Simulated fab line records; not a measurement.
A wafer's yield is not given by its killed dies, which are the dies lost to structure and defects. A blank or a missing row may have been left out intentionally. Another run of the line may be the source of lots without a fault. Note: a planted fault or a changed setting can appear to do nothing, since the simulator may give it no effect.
Comparing a struck lot with a sound one + flow nand-harc + 39 steps out of a route of 1159
Sound: wafers L528.1, L528.4, L528.6. The struck wafers were L539.1, L539.5, L539.6. The cause is given at the end.
For every step that has rows: the tool of each side, followed by ch and its chambers, followed by its first start. Under that, the readings that differ: sound wafers + struck wafers + difference of the means + sigmas: that difference in standard deviations of wafers without a fault.
alike: readings with means less than 2 such deviations apart, plus words and numbers identical on both sides. not compared: withheld readings, readings lacking a value on some wafer, bounds such as >300 that could conceal the same value, and numbers that have no deviation in the record and whose values overlap.
Wherever a step has rows on one side only, a row that says differs or no value, or a row with sigmas, the two part there. Numbers that don't overlap but have no deviation are shown without sigmas and don't part them. Lack of a reading on every wafer of one side parts them only where that side has two or more wafers.

NHARC_A_BONDPAD_CD_MEAS_09: the cd target is 500 nm.
  sound on cd-sem-03 ch 0, day 18 01:19; struck on cd-sem-01 ch 0, day 19 22:25
  alike: cd-nm
NHARC_A_BONDPAD_OVL_MEAS_35:
  sound: overlay-02 at day 18 01:23; struck: overlay-02 at day 19 22:30
  alike: overlay-x-nm, overlay-y-nm
then, 3 steps without rows for these wafers: NHARC_A_BONDPAD_HARDBAKE_10 (time 65 s); NHARC_A_BONDPAD_DESCUM_11 (chemistry O2, time 3 s); NHARC_A_BONDPAD_ETCH_34 (etches the open film in N2/H2, target depth 60 nm, overetch 18 nm, time 65.91 s).
NHARC_A_BONDPAD_ETCH_12: etches the open film in CHF3/O2, target depth 220 nm, time 110 s.
  sound on rie-diel-10 ch 0,2; struck on rie-diel-10 ch 0,2,3
  alike: drypump-motor-current-A, o2-flow-sccm, oes-product-au, rf-fwd-power-W, rf-vpp-V, showerhead-plenum-p-Torr, throttle-valve-pct
  not compared: rf-hours-counter-h
NHARC_A_BONDPAD_CD_MEAS_13:
  sound: cd-sem-02 at day 18 01:53; struck: cd-sem-03 at day 19 22:58
  alike: cd-nm
then, 4 steps without rows for these wafers: NHARC_A_BONDPAD_STRIP_15 (strips in O2); NHARC_A_BONDPAD_ETCH_24 (etches the open film in CF4/N2, target depth 30 nm, time 72.99 s); NHARC_A_BONDPAD_STRIP_16 (strips in post etch residue remover, time 600 s); NHARC_A_BONDPAD_DEGAS_25 (time 60 s).
NHARC_A_BONDPAD_PRE_CLEAN_26: time 30 s.
  sound on pvd-sputter-03; struck on pvd-sputter-03
  alike: heater-power-w
NHARC_A_BONDPAD_PVD_17: deposits TaN, target thk 5 nm, time 8.06 s.
  sound: pvd-sputter-03 at day 18 02:40; struck: pvd-sputter-03 at day 19 23:49
  alike: throttle-valve-pct
then, 3 steps without rows for these wafers: NHARC_A_BONDPAD_PVD_27 (deposits Cu, target thk 30 nm, time 20.49 s); NHARC_A_BONDPAD_ECD_18 (material Cu, target thk 400 nm); NHARC_A_BONDPAD_ANNEAL_28 (time 90 s).
NHARC_A_BONDPAD_CMP_19: polishes, t overpolish 30 s, cu recess touch 16 s, target thk 169.8 nm.
  sound on cmp-01 ch 0,3, day 18 03:40; struck on cmp-04 ch 1,2, day 20 00:45
  alike: motor-current-A, overpolish-run-s, slurry-filter-dp-kPa
NHARC_A_BONDPAD_THK_MEAS_20: measures by xrf.
  sound: film-metro-02 at day 18 03:57; struck: film-metro-01 at day 20 01:04
  alike: thk-nm
then, 6 steps without rows for these wafers: NHARC_A_BONDPAD_SRD_21 (time 30 s, dry time 20 s); NHARC_HYBRID_BOND_ACTIVATE_00 (chemistry N2, time 60 s); NHARC_HYBRID_BOND_PRECLEAN_01 (cleans in DIW, time 300 s); NHARC_HYBRID_BOND_SRD_02 (time 30 s, dry time 20 s); NHARC_HYBRID_BOND_BOND_03; NHARC_HYBRID_BOND_ANNEAL_04 (time 7200 s).
NHARC_HYBRID_BOND_OVL_MEAS_05:
  sound: overlay-01 at day 18 18:15; struck: overlay-01 at day 20 14:55
  alike: overlay-x-nm, overlay-y-nm
then, 1 step without rows for these wafers: NHARC_THIN_TSV_GRIND_00.
NHARC_THIN_TSV_CMP_01: polishes.
  sound on cmp-04 ch 0,2, day 18 19:41; struck on cmp-01 ch 0,1,3, day 20 16:23
  alike: motor-current-A, slurry-filter-dp-kPa
NHARC_THIN_TSV_THK_MEAS_02: measures by ir.
  sound: film-metro-01 at day 18 19:57; struck: film-metro-01 at day 20 16:37
  alike: thk-nm
then, 3 steps without rows for these wafers: NHARC_THIN_TSV_SRD_03; NHARC_THIN_TSV_PRECLEAN_41 (cleans in SC1); NHARC_THIN_TSV_SRD_42.
NHARC_THIN_TSV_DEP_43: deposits SiO2, target thk 1328.5 nm.
  sound on pecvd-04 ch 0,2, day 18 20:14; struck on pecvd-02 ch 0,2, day 20 16:55
  alike: rf-fwd-power-W, throttle-valve-pct
then, 6 steps without rows for these wafers: NHARC_THIN_TSV_DEHYDRATE_04 (time 120 s); NHARC_THIN_TSV_HMDS_05 (time 30 s); NHARC_THIN_TSV_COAT_06; NHARC_THIN_TSV_SOFTBAKE_07 (time 95 s); NHARC_THIN_TSV_EBR_08; NHARC_THIN_TSV_EXPOSE_09 (exposes mask TSV).
NHARC_END_SORT_01:
  sound on prober-02 ch 0, day 19 11:44; struck on prober-01 ch 0, day 21 08:38
| reading                  | sound          | struck         | difference | sigmas |
|--------------------------|----------------|----------------|------------|--------|
| defect-limited-yield (%) | 96.5 96.2 96.9 | 81.5 88.2 82.3 | -12.5      | -8     |
| killed-at-array          | 17 20 15       | 117 78 115     | +86        | +7     |
| killed-dies              | 24 26 21       | 125 80 120     | +85        | +8     |
| sort_bin_2_pct (%)       | 0.9 1.5 1.2    | 8.9 4.7 7.5    | +5.8       | +10    |
| sort_bin_3_pct (%)       | 0.30 0.15 0    | 3.25 3.10 3.55 | +3.15      | +14    |
| sort_bin_4_pct (%)       | 2.4 2.2 1.9    | 6.4 4.0 6.6    | +3.5       | +3     |
| sort-n-pass              | 653 651 656    | 552 597 557    | -85        | -8     |
| sort-yield-pct (%)       | 96.5 96.2 96.9 | 81.5 88.2 82.3 | -12.5      | -8     |
  alike: killed-at-other, killed-at-periphery, killed-open, killed-short, sort-rim-yield-pct

## WHERE THEY PART
Within this record, at NHARC_END_SORT_01 only.

WHY: the cause the simulator had injected
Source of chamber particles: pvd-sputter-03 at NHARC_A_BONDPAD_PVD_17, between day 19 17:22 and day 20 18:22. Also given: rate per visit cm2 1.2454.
